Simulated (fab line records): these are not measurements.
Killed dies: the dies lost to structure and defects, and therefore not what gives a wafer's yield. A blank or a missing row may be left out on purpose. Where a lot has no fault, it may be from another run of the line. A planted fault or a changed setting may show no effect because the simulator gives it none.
fab line records + flow nand_harc + part 1 of 2: steps 1 to 3 of 6
record:
- lots: 24
- wafers: 72
- last_day: 24
route steps=1159 shown A_STAIRCASE@647 A_SLIT@779 A_WL_FILL@814
lots with no fault: from the same line, run without faults
start_h: start of the lot's first displayed wafer, in hours after the record's first day + wait_h: how many hours have passed since the lot's step before this one + " the same as in the row above + L1.1+2: several wafers, shown together as one row + - no value present, or no start provided + * or withheld: withheld + < > ~ a bound
route shown NAME@n: a module of which the file shows steps, and the number in the route of the first + usual: mean/standard deviation of fault-free wafers + same: alike in all rows + chamber/n: place in a boat + sites: the reading at each site + _std_site: standard deviation of those values + _edge_site: mean of outer sites minus mean of inner sites + radius_mm: for every site, how far away it sits from the centre of the wafer + mask NAME#n: copy n + behind: the most recent tool/chamber to have shaped the wafer + hold: why the lot went on hold/how many hours it stayed there/how the hold came to an end + device: transistor that didn't switch, given as n, p or np + end of line: tests run on the same wafers once the route is complete + a step without rows: its recipe alone + killed: dies that structure and defects cost at the first sort, which is not the same as the wafer's yield + map: a wafer's dies, x killed, . not, _ none there
set.NAME: the setting as run; set.NAME@STEP: as run at that earlier step + model.NAME: the simulator's own value behind a step, which no gauge read
the route's steps for a sample of lots (tables are steps, rows are wafers)
services: a tool's chamber out of use, with start hour (start_h, from the record's first day; less than 0 if before it), hours out, and reason
== steps ==
step: NHARC_A_STAIRCASE_ETCH_253
recipe:
- target_depth_a: 500
- time_s: 20.2
- ion_energy_ev: 400
- c4f8_flow_sccm: 20
- o2_flow_sccm: 10
- ar_flow_sccm: withheld
- rf_w: 600
- bias_w: 1000
- chemistry: C4F8/O2
usual:
- oes_product_au: 0.944/0.019
- rf_vpp_V: 896/4.4
| lot.wafer | tool        | chamber | start_h | wait_h | oes_product_au | rf_hours_counter_h | rf_vpp_V |
|-----------|-------------|---------|---------|--------|----------------|--------------------|----------|
| L075.4    | rie_diel-05 | 1       | 249.47  | 0.1    | 0.961          | 27                 | 891      |
| L075.3    | "           | 3       | "       | "      | 0.953          | 28                 | 900      |
| L075.5    | "           | 1       | "       | "      | 0.972          | -                  | 890      |
| L074.2    | rie_diel-05 | 1       | 253.46  | 0.1    | 0.948          | 28                 | 889      |
| L074.5    | "           | 2       | "       | "      | 0.961          | -                  | 895      |
| L074.6    | "           | 3       | "       | "      | 0.936          | -                  | 899      |
| L077.4    | rie_diel-04 | 0       | 263.20  | 0.1    | 0.951          | 52                 | 892      |
| L077.3    | "           | 1       | "       | "      | 0.936          | 51                 | 905      |
| L077.1    | "           | 3       | "       | "      | 0.961          | 54                 | 899      |
| L076.1    | rie_diel-05 | 2       | 263.55  | 0.1    | 0.949          | 31                 | 895      |
| L076.2    | "           | 3       | "       | "      | 0.959          | 33                 | 899      |
| L076.5    | "           | 1       | "       | "      | 0.946          | -                  | 891      |
| L080.4    | rie_diel-02 | 1       | 287.68  | 0.1    | 0.923          | 45                 | 896      |
| L080.3    | "           | 2       | "       | "      | 0.931          | 51                 | 901      |
| L080.5    | "           | 2       | "       | "      | 0.924          | -                  | 901      |
| L079.2    | rie_diel-05 | 3       | 292.50  | 0.1    | 0.944          | 39                 | 899      |
| L079.5    | "           | 1       | "       | "      | 0.949          | -                  | 891      |
| L079.6    | "           | 2       | "       | "      | 0.952          | -                  | 895      |
| L078.3    | rie_diel-02 | 3       | 293.01  | 0.1    | 0.937          | 52                 | 896      |
| L078.2    | "           | 1       | "       | "      | 0.923          | 47                 | 895      |
| L078.1    | "           | 2       | "       | "      | 0.923          | 53                 | 903      |
| L082.3    | rie_diel-05 | 2       | 305.00  | 0.1    | 0.955          | 43                 | 896      |
| L082.2    | "           | 0       | "       | "      | 0.925          | 47                 | 891      |
| L082.4    | "           | 1       | "       | "      | 0.954          | 45                 | 890      |
| L081.4    | rie_diel-02 | 2       | 305.33  | 0.1    | 0.958          | 58                 | 901      |
| L081.1    | "           | 3       | "       | "      | 0.978          | 59                 | 896      |
| L081.5    | "           | 1       | "       | "      | 0.952          | -                  | 895      |
| L083.1    | rie_diel-05 | 3       | 308.09  | 0.1    | 0.961          | 45                 | 898      |
| L083.2    | "           | 0       | "       | "      | 0.948          | 48                 | 892      |
| L083.6    | "           | 3       | "       | "      | 0.952          | -                  | 897      |
| L084.2    | rie_diel-05 | 3       | 317.31  | 0.2    | 0.910          | 51                 | 900      |
| L084.4    | "           | 1       | "       | "      | 0.923          | 50                 | 890      |
| L084.5    | "           | 2       | "       | "      | 0.912          | -                  | 896      |
| L086.2    | rie_diel-05 | 2       | 326.43  | 0.1    | 0.912          | 51                 | 895      |
| L086.6    | "           | 2       | "       | "      | 0.918          | -                  | 895      |
| L086.5    | "           | 3       | "       | "      | 0.913          | -                  | 900      |
| L087.4    | rie_diel-05 | 3       | 328.04  | 0.4    | 0.914          | 55                 | 899      |
| L087.2    | "           | 0       | "       | "      | 0.914          | 57                 | 892      |
| L087.1    | "           | 1       | "       | "      | 0.917          | 54                 | 889      |
| L085.1    | rie_diel-04 | 3       | 331.85  | 0.1    | 0.969          | 7                  | 899      |
| L085.4    | "           | 1       | "       | "      | 0.951          | 6                  | 904      |
| L085.6    | "           | 0       | "       | "      | 0.950          | -                  | 892      |
| L089.4    | rie_diel-02 | 1       | 341.42  | 0.2    | 0.913          | 1                  | 894      |
| L089.3    | "           | 3       | "       | "      | 0.932          | 1                  | 895      |
| L089.6    | "           | 0       | "       | "      | 0.939          | -                  | 903      |
| L088.1    | rie_diel-04 | 3       | 341.47  | 0.3    | 0.952          | 11                 | 900      |
| L088.4    | "           | 0       | "       | "      | 0.936          | 11                 | 892      |
| L088.6    | "           | 2       | "       | "      | 0.951          | -                  | 897      |
| L093.2    | rie_diel-05 | 1       | 355.19  | 0.1    | 0.960          | 2                  | 890      |
| L093.1    | "           | 3       | "       | "      | 0.947          | 3                  | 900      |
| L093.6    | "           | 2       | "       | "      | 0.974          | -                  | 896      |
| L090.4    | rie_diel-05 | 1       | 357.40  | 0.1    | 0.924          | 4                  | 891      |
| L090.2    | "           | 2       | "       | "      | 0.933          | 3                  | 896      |
| L090.5    | "           | 3       | "       | "      | 0.943          | -                  | 896      |
| L091.3    | rie_diel-02 | 1       | 357.42  | 0.1    | 0.985          | 11                 | 893      |
| L091.2    | "           | 2       | "       | "      | 0.968          | 12                 | 900      |
| L091.5    | "           | 2       | "       | "      | 0.963          | -                  | 901      |
| L092.1    | rie_diel-05 | 0       | 360.78  | 0.1    | 0.944          | 6                  | 890      |
| L092.3    | "           | 2       | "       | "      | 0.954          | 4                  | 894      |
| L092.6    | "           | 0       | "       | "      | 0.948          | -                  | 890      |
| L095.3    | rie_diel-04 | 3       | 368.45  | 0.1    | 0.957          | 24                 | 898      |
| L095.2    | "           | 2       | "       | "      | 0.953          | 25                 | 897      |
| L095.6    | "           | 3       | "       | "      | 0.966          | -                  | 899      |
| L094.4    | rie_diel-05 | 3       | 369.70  | 0.1    | 0.957          | 7                  | 898      |
| L094.1    | "           | 2       | "       | "      | 0.972          | 6                  | 894      |
| L094.5    | "           | 3       | "       | "      | 0.973          | -                  | 898      |
| L096.3    | rie_diel-05 | 2       | 374.88  | 0.1    | 0.912          | 8                  | 897      |
| L096.4    | "           | 3       | "       | "      | 0.921          | 9                  | 898      |
| L096.2    | "           | 1       | "       | "      | 0.914          | 9                  | 890      |
| L097.1    | rie_diel-04 | 2       | 387.41  | 0.1    | 0.960          | 33                 | 895      |
| L097.2    | "           | 3       | "       | "      | 0.963          | 32                 | 900      |
| L097.4    | "           | 0       | "       | "      | 0.962          | 32                 | 892      |
step: NHARC_A_STAIRCASE_STRIP_295
recipe:
- o2_flow_sccm: 500
- ar_flow_sccm: 0
- bias_w: 0
- chemistry: O2
usual:
- drypump_motor_current_A: 5.6/0.49
- oes_product_au: 0.993/0.0075
- rf_vpp_V: 57.7/0.92
- showerhead_plenum_p_Torr: 3.52/0.12
- throttle_valve_pct: 17.035/0.0089
| lot.wafer | tool        | chamber | start_h | wait_h | drypump_motor_current_A | oes_product_au | rf_hours_counter_h | rf_vpp_V | showerhead_plenum_p_Torr | throttle_valve_pct |
|-----------|-------------|---------|---------|--------|-------------------------|----------------|--------------------|----------|--------------------------|--------------------|
| L075.4    | rie_diel-02 | 1       | -       | -      | 5.9                     | 0.995          | 34                 | 57.9     | 3.50                     | 17.020             |
| L075.3    | "           | 3       | "       | "      | 4.9                     | 1.009          | 41                 | 57.5     | 3.50                     | 17.020             |
| L075.5    | "           | 0       | "       | "      | 5.6                     | 1.003          | -                  | 57.4     | 3.73                     | 17.032             |
| L074.2    | rie_diel-05 | 3       | -       | -      | 5.0                     | 0.975          | 31                 | 57.2     | 3.62                     | 17.030             |
| L074.6    | "           | 0       | "       | "      | 5.3                     | 0.974          | -                  | 57.7     | 3.41                     | 17.033             |
| L074.5    | "           | 1       | "       | "      | 6.5                     | 0.985          | -                  | 56.9     | 3.39                     | 17.036             |
| L076.1    | rie_diel-05 | 3       | -       | -      | 5.1                     | 0.998          | 34                 | 57.0     | 3.62                     | 17.021             |
| L076.2    | "           | 0       | "       | "      | 5.3                     | 0.994          | 35                 | 58.6     | 3.41                     | 17.030             |
| L076.5    | "           | 2       | "       | "      | 5.7                     | 0.996          | -                  | 57.7     | 3.52                     | 17.031             |
| L077.4    | rie_diel-04 | 3       | -       | -      | 5.8                     | 1.002          | 57                 | 58.3     | 3.63                     | 17.035             |
| L077.1    | "           | 1       | "       | "      | 5.6                     | 0.993          | 54                 | 58.4     | 3.78                     | 17.028             |
| L077.3    | "           | 2       | "       | "      | 5.1                     | 1.003          | 58                 | 59.0     | 3.55                     | 17.034             |
| L080.4    | rie_diel-05 | 1       | -       | -      | 6.5                     | 0.991          | 42                 | 56.8     | 3.38                     | 17.035             |
| L080.3    | "           | 3       | "       | "      | 5.0                     | 0.999          | 40                 | 58.5     | 3.62                     | 17.043             |
| L080.5    | "           | 2       | "       | "      | 5.7                     | 0.992          | -                  | 58.9     | 3.52                     | 17.021             |
| L079.2    | rie_diel-02 | 0       | -       | -      | 5.7                     | 1.002          | 53                 | 57.4     | 3.72                     | 17.053             |
| L079.6    | "           | 0       | "       | "      | 5.7                     | 0.994          | -                  | 58.0     | 3.72                     | 17.041             |
| L079.5    | "           | 1       | "       | "      | 5.8                     | 0.996          | -                  | 58.8     | 3.49                     | 17.036             |
| L078.2    | rie_diel-05 | 1       | -       | -      | 6.5                     | 0.993          | 42                 | 56.4     | 3.38                     | 17.028             |
| L078.1    | "           | 2       | "       | "      | 5.6                     | 0.985          | 40                 | 55.9     | 3.51                     | 17.027             |
| L078.3    | "           | 0       | "       | "      | 5.3                     | 0.995          | 43                 | 57.2     | 3.41                     | 17.033             |
| L082.4    | rie_diel-05 | 2       | -       | -      | 5.7                     | 0.995          | 45                 | 55.7     | 3.51                     | 17.041             |
| L082.3    | "           | 3       | "       | "      | 5.0                     | 0.993          | 46                 | 58.3     | 3.62                     | 17.032             |
| L082.2    | "           | 1       | "       | "      | 6.5                     | 1.008          | 47                 | 59.0     | 3.38                     | 17.037             |
| L081.1    | rie_diel-04 | 1       | -       | -      | 5.6                     | 0.989          | 5                  | 58.6     | 3.77                     | 17.024             |
| L081.4    | "           | 1       | "       | "      | 5.6                     | 0.995          | -                  | 58.5     | 3.77                     | 17.035             |
| L081.5    | "           | 0       | "       | "      | 5.4                     | 0.989          | -                  | 57.0     | 3.43                     | 17.047             |
| L083.2    | rie_diel-05 | 3       | -       | -      | 5.0                     | 0.990          | 47                 | 57.7     | 3.61                     | 17.039             |
| L083.1    | "           | 1       | "       | "      | 6.5                     | 0.998          | 48                 | 57.2     | 3.38                     | 17.028             |
| L083.6    | "           | 2       | "       | "      | 5.7                     | 0.987          | -                  | 56.5     | 3.51                     | 17.044             |
| L084.4    | rie_diel-05 | 1       | -       | -      | 6.5                     | 0.986          | 53                 | 56.4     | 3.37                     | 17.025             |
| L084.2    | "           | 3       | "       | "      | 5.0                     | 0.984          | 53                 | 57.1     | 3.61                     | 17.031             |
| L084.5    | "           | 2       | "       | "      | 5.6                     | 0.976          | -                  | 57.6     | 3.51                     | 17.025             |
| L086.2    | rie_diel-05 | 3       | -       | -      | 5.1                     | 0.988          | 57                 | 59.7     | 3.61                     | 17.039             |
| L086.5    | "           | 1       | "       | "      | 6.5                     | 0.988          | -                  | 57.9     | 3.37                     | 17.045             |
| L086.6    | "           | 0       | "       | "      | 5.3                     | 1.003          | -                  | 57.2     | 3.40                     | 17.029             |
| L087.1    | rie_diel-05 | 1       | -       | -      | 6.5                     | 0.988          | 58                 | 57.2     | 3.37                     | 17.044             |
| L087.2    | "           | 2       | "       | "      | 5.7                     | 0.997          | 52                 | 57.8     | 3.51                     | 17.039             |
| L087.4    | "           | 0       | "       | "      | 5.3                     | 0.991          | 61                 | 60.3     | 3.40                     | 17.030             |
| L085.1    | rie_diel-05 | 2       | -       | -      | 5.6                     | 0.995          | 54                 | 57.1     | 3.51                     | 17.049             |
| L085.4    | "           | 0       | "       | "      | 5.3                     | 0.988          | 62                 | 56.9     | 3.40                     | 17.028             |
| L085.6    | "           | 2       | "       | "      | 5.7                     | 0.990          | -                  | 56.8     | 3.51                     | 17.030             |
| L089.4    | rie_diel-04 | 1       | -       | -      | 5.6                     | 0.996          | 14                 | 58.2     | 3.77                     | 17.030             |
| L089.3    | "           | 0       | "       | "      | 5.4                     | 0.992          | 15                 | 57.6     | 3.42                     | 17.039             |
| L089.6    | "           | 2       | "       | "      | 5.1                     | 1.014          | -                  | 58.7     | 3.54                     | 17.048             |
| L088.4    | rie_diel-04 | 1       | -       | -      | 5.6                     | 0.990          | 15                 | 59.9     | 3.77                     | 17.030             |
| L088.1    | "           | 2       | "       | "      | 5.1                     | 1.003          | 17                 | 58.0     | 3.54                     | 17.040             |
| L088.6    | "           | 0       | "       | "      | 5.4                     | 1.001          | -                  | 56.7     | 3.42                     | 17.042             |
| L093.2    | rie_diel-05 | 3       | -       | -      | 5.0                     | 0.982          | 5                  | 58.1     | 3.60                     | 17.021             |
| L093.1    | "           | 1       | "       | "      | 6.4                     | 0.987          | 5                  | 56.6     | 3.37                     | 17.031             |
| L093.6    | "           | 3       | "       | "      | 5.0                     | 0.988          | -                  | 57.4     | 3.60                     | 17.035             |
| L090.4    | rie_diel-05 | 0       | -       | -      | 5.3                     | 0.978          | 7                  | 56.9     | 3.39                     | 17.047             |
| L090.2    | "           | 1       | "       | "      | 6.5                     | 0.991          | 7                  | 58.0     | 3.37                     | 17.058             |
| L090.5    | "           | 1       | "       | "      | 6.5                     | 0.988          | -                  | 57.2     | 3.37                     | 17.033             |
| L091.2    | rie_diel-02 | 1       | -       | -      | 5.8                     | 0.992          | 15                 | 57.4     | 3.48                     | 17.031             |
| L091.3    | "           | 0       | "       | "      | 5.6                     | 0.983          | 16                 | 58.4     | 3.70                     | 17.027             |
| L091.5    | "           | 1       | "       | "      | 5.8                     | 0.997          | -                  | 58.0     | 3.48                     | 17.029             |
| L092.3    | rie_diel-05 | 2       | -       | -      | 5.6                     | 0.988          | 6                  | 56.9     | 3.50                     | 17.041             |
| L092.1    | "           | 3       | "       | "      | 5.0                     | 0.989          | 7                  | 58.7     | 3.60                     | 17.043             |
| L092.6    | "           | 3       | "       | "      | 5.0                     | 0.990          | -                  | 57.4     | 3.60                     | 17.037             |
| L095.3    | rie_diel-02 | 0       | -       | -      | 5.6                     | 0.989          | 21                 | 58.7     | 3.70                     | 17.030             |
| L095.2    | "           | 1       | "       | "      | 5.8                     | 0.994          | 20                 | 58.5     | 3.48                     | 17.044             |
| L095.6    | "           | 0       | "       | "      | 5.7                     | 1.000          | -                  | 57.2     | 3.70                     | 17.043             |
| L094.4    | rie_diel-05 | 0       | -       | -      | 5.3                     | 0.996          | 12                 | 57.2     | 3.39                     | 17.038             |
| L094.1    | "           | 1       | "       | "      | 6.5                     | 0.985          | 12                 | 56.7     | 3.37                     | 17.038             |
| L094.5    | "           | 3       | "       | "      | 5.0                     | 0.982          | -                  | 58.0     | 3.60                     | 17.035             |
| L096.3    | rie_diel-02 | 3       | -       | -      | 5.0                     | 0.997          | 19                 | 58.7     | 3.48                     | 17.040             |
| L096.2    | "           | 1       | "       | "      | 5.8                     | 0.987          | 22                 | 57.6     | 3.48                     | 17.031             |
| L096.4    | "           | 2       | "       | "      | 6.2                     | 0.992          | 22                 | 58.6     | 3.66                     | 17.028             |
| L097.2    | rie_diel-04 | 1       | -       | -      | 5.6                     | 0.994          | 33                 | 58.3     | 3.76                     | 17.040             |
| L097.1    | "           | 3       | "       | "      | 5.8                     | 0.989          | 34                 | 58.8     | 3.61                     | 17.024             |
| L097.4    | "           | 0       | "       | "      | 5.4                     | 0.990          | 33                 | 59.3     | 3.41                     | 17.022             |
step: NHARC_A_STAIRCASE_DESCUM_312
recipe:
- time_s: 3
- o2_flow_sccm: 200
- ar_flow_sccm: 0
- bias_power_w: 0
- chemistry: O2
usual:
- drypump_motor_current_A: 5.6/0.45
- oes_product_au: 0.995/0.0078
- rf_vpp_V: 57.8/0.84
- showerhead_plenum_p_Torr: 1.91/0.073
- throttle_valve_pct: 11.311/0.0081
| lot.wafer | tool        | chamber | start_h | wait_h | drypump_motor_current_A | oes_product_au | rf_hours_counter_h | rf_vpp_V | showerhead_plenum_p_Torr | throttle_valve_pct |
|-----------|-------------|---------|---------|--------|-------------------------|----------------|--------------------|----------|--------------------------|--------------------|
| L075.4    | rie_diel-04 | 1       | 258.53  | -      | 5.5                     | 0.992          | 49                 | 57.9     | 2.06                     | 11.315             |
| L075.3    | "           | 2       | "       | "      | 5.1                     | 1.020          | 53                 | 57.2     | 1.93                     | 11.314             |
| L075.5    | "           | 0       | "       | "      | 5.4                     | 1.006          | -                  | 57.3     | 1.86                     | 11.313             |
| L074.2    | rie_diel-04 | 3       | 263.37  | -      | 5.8                     | 1.007          | 54                 | 58.7     | 1.98                     | 11.319             |
| L074.5    | "           | 3       | "       | "      | 5.7                     | 1.012          | -                  | 58.8     | 1.97                     | 11.288             |
| L074.6    | "           | 0       | "       | "      | 5.4                     | 1.013          | -                  | 57.2     | 1.86                     | 11.308             |
| L076.2    | rie_diel-05 | 3       | 273.53  | -      | 5.0                     | 0.979          | 35                 | 56.9     | 1.97                     | 11.320             |
| L076.1    | "           | 0       | "       | "      | 5.3                     | 0.999          | 37                 | 57.1     | 1.84                     | 11.320             |
| L076.5    | "           | 0       | "       | "      | 5.3                     | 1.004          | -                  | 57.1     | 1.84                     | 11.325             |
| L077.4    | rie_diel-05 | 0       | 274.88  | -      | 5.3                     | 0.990          | 37                 | 59.5     | 1.84                     | 11.310             |
| L077.3    | "           | 2       | "       | "      | 5.6                     | 0.992          | 34                 | 57.7     | 1.91                     | 11.324             |
| L077.1    | "           | 3       | "       | "      | 5.0                     | 0.988          | 35                 | 57.8     | 1.97                     | 11.305             |
| L080.3    | rie_diel-04 | 2       | 302.18  | -      | 5.1                     | 1.004          | 1                  | 56.9     | 1.93                     | 11.312             |
| L080.4    | "           | 0       | "       | "      | 5.4                     | 0.981          | 1                  | 58.5     | 1.86                     | 11.317             |
| L080.5    | "           | 2       | "       | "      | 5.1                     | 1.009          | -                  | 59.2     | 1.93                     | 11.316             |
| L079.2    | rie_diel-05 | 2       | 305.51  | -      | 5.7                     | 0.995          | 43                 | 58.3     | 1.90                     | 11.309             |
| L079.5    | "           | 3       | "       | "      | 5.0                     | 0.992          | -                  | 57.8     | 1.96                     | 11.317             |
| L079.6    | "           | 0       | "       | "      | 5.2                     | 0.991          | -                  | 56.5     | 1.84                     | 11.313             |
| L078.1    | rie_diel-04 | 0       | 306.24  | -      | 5.4                     | 0.990          | 3                  | 57.4     | 1.85                     | 11.320             |
| L078.3    | "           | 1       | "       | "      | 5.6                     | 1.003          | 3                  | 57.6     | 2.06                     | 11.317             |
| L078.2    | "           | 2       | "       | "      | 5.1                     | 1.006          | 4                  | 58.6     | 1.92                     | 11.315             |
| L082.4    | rie_diel-05 | 0       | 315.17  | -      | 5.2                     | 1.000          | 51                 | 56.7     | 1.84                     | 11.312             |
| L082.3    | "           | 1       | "       | "      | 6.5                     | 0.990          | 49                 | 57.1     | 1.83                     | 11.309             |
| L082.2    | "           | 2       | "       | "      | 5.7                     | 0.999          | 47                 | 56.9     | 1.90                     | 11.310             |
| L081.4    | rie_diel-05 | 0       | 317.15  | -      | 5.3                     | 0.996          | 53                 | 57.3     | 1.84                     | 11.307             |
| L081.1    | "           | 2       | "       | "      | 5.7                     | 0.996          | 48                 | 57.3     | 1.90                     | 11.314             |
| L081.5    | "           | 1       | "       | "      | 6.5                     | 0.998          | -                  | 58.2     | 1.83                     | 11.312             |
| L083.2    | rie_diel-02 | 0       | 317.31  | -      | 5.7                     | 0.991          | 61                 | 57.3     | 2.02                     | 11.322             |
| L083.1    | "           | 1       | "       | "      | 5.9                     | 0.998          | 57                 | 58.4     | 1.89                     | 11.308             |
| L083.6    | "           | 3       | "       | "      | 5.0                     | 1.013          | -                  | 59.4     | 1.89                     | 11.321             |
| L084.2    | rie_diel-05 | 2       | 326.99  | -      | 5.7                     | 0.999          | 51                 | 58.5     | 1.90                     | 11.301             |
| L084.4    | "           | 0       | "       | "      | 5.3                     | 0.998          | 57                 | 59.3     | 1.84                     | 11.306             |
| L084.5    | "           | 3       | "       | "      | 5.0                     | 1.004          | -                  | 58.1     | 1.96                     | 11.312             |
| L086.2    | rie_diel-05 | 2       | 335.74  | -      | 5.7                     | 0.988          | 53                 | 57.0     | 1.90                     | 11.309             |
| L086.5    | "           | 3       | "       | "      | 5.0                     | 0.985          | -                  | 58.4     | 1.96                     | 11.295             |
| L086.6    | "           | 0       | "       | "      | 5.3                     | 0.997          | -                  | 55.5     | 1.84                     | 11.317             |
| L087.1    | rie_diel-04 | 3       | 338.45  | -      | 5.7                     | 0.987          | 10                 | 58.8     | 1.97                     | 11.306             |
| L087.4    | "           | 0       | "       | "      | 5.4                     | 0.986          | 10                 | 58.0     | 1.85                     | 11.317             |
| L087.2    | "           | 1       | "       | "      | 5.6                     | 0.990          | 10                 | 58.8     | 2.05                     | 11.300             |
| L085.1    | rie_diel-04 | 1       | 340.88  | -      | 5.5                     | 1.000          | 10                 | 57.4     | 2.05                     | 11.305             |
| L085.4    | "           | 2       | "       | "      | 5.1                     | 1.007          | 11                 | 58.6     | 1.92                     | 11.318             |
| L085.6    | "           | 0       | "       | "      | 5.4                     | 0.998          | -                  | 57.3     | 1.85                     | 11.309             |
| L089.3    | rie_diel-02 | 1       | 352.15  | -      | 5.8                     | 1.000          | 8                  | 57.2     | 1.89                     | 11.315             |
| L089.4    | "           | 2       | "       | "      | 6.2                     | 0.994          | 8                  | 58.9     | 2.00                     | 11.301             |
| L089.6    | "           | 0       | "       | "      | 5.6                     | 1.003          | -                  | 57.6     | 2.02                     | 11.301             |
| L088.1    | rie_diel-04 | 1       | 354.10  | -      | 5.5                     | 0.994          | 17                 | 57.9     | 2.05                     | 11.321             |
| L088.4    | "           | 2       | "       | "      | 5.1                     | 1.000          | 19                 | 57.6     | 1.92                     | 11.307             |
| L088.6    | "           | 0       | "       | "      | 5.4                     | 0.990          | -                  | 57.5     | 1.85                     | 11.311             |
| L093.2    | rie_diel-05 | 2       | 366.52  | -      | 5.6                     | 0.993          | 5                  | 58.1     | 1.90                     | 11.315             |
| L093.1    | "           | 3       | "       | "      | 5.0                     | 0.994          | 6                  | 58.3     | 1.96                     | 11.311             |
| L093.6    | "           | 1       | "       | "      | 6.4                     | 0.990          | -                  | 56.7     | 1.82                     | 11.320             |
| L090.4    | rie_diel-05 | 1       | 371.43  | -      | 6.5                     | 0.990          | 8                  | 57.9     | 1.82                     | 11.318             |
| L090.2    | "           | 2       | "       | "      | 5.6                     | 0.995          | 7                  | 57.0     | 1.90                     | 11.298             |
| L090.5    | "           | 3       | "       | "      | 5.0                     | 0.992          | -                  | 57.5     | 1.96                     | 11.302             |
| L091.2    | rie_diel-05 | 3       | 371.85  | -      | 5.0                     | 0.997          | 8                  | 58.7     | 1.96                     | 11.302             |
| L091.3    | "           | 0       | "       | "      | 5.3                     | 0.995          | 9                  | 58.0     | 1.83                     | 11.302             |
| L091.5    | "           | 3       | "       | "      | 5.0                     | 1.003          | -                  | 57.7     | 1.96                     | 11.313             |
| L092.1    | rie_diel-05 | 2       | 377.22  | -      | 5.6                     | 0.996          | 9                  | 57.9     | 1.90                     | 11.325             |
| L092.3    | "           | 3       | "       | "      | 5.0                     | 1.008          | 10                 | 58.2     | 1.96                     | 11.308             |
| L092.6    | "           | 2       | "       | "      | 5.7                     | 0.999          | -                  | 58.6     | 1.90                     | 11.300             |
| L095.2    | rie_diel-04 | 2       | 383.15  | -      | 5.1                     | 1.008          | 31                 | 57.9     | 1.92                     | 11.317             |
| L095.3    | "           | 0       | "       | "      | 5.4                     | 0.986          | 29                 | 58.2     | 1.85                     | 11.308             |
| L095.6    | "           | 2       | "       | "      | 5.1                     | 0.997          | -                  | 57.7     | 1.92                     | 11.293             |
| L094.1    | rie_diel-04 | 0       | 385.03  | -      | 5.4                     | 1.000          | 30                 | 58.2     | 1.85                     | 11.316             |
| L094.4    | "           | 2       | "       | "      | 5.1                     | 0.998          | 32                 | 58.0     | 1.92                     | 11.321             |
| L094.5    | "           | 3       | "       | "      | 5.7                     | 1.005          | -                  | 58.1     | 1.96                     | 11.315             |
| L096.3    | rie_diel-02 | 1       | 387.31  | -      | 5.8                     | 1.004          | 24                 | 58.4     | 1.88                     | 11.317             |
| L096.2    | "           | 2       | "       | "      | 6.2                     | 1.000          | 24                 | 58.5     | 1.99                     | 11.309             |
| L096.4    | "           | 0       | "       | "      | 5.6                     | 0.990          | 25                 | 58.3     | 2.01                     | 11.312             |
| L097.4    | rie_diel-05 | 2       | 399.68  | -      | 5.7                     | 1.002          | 18                 | 56.7     | 1.89                     | 11.305             |
| L097.2    | "           | 3       | "       | "      | 5.0                     | 0.995          | 20                 | 59.1     | 1.95                     | 11.296             |
| L097.1    | "           | 0       | "       | "      | 5.2                     | 0.992          | 20                 | 57.0     | 1.83                     | 11.309             |
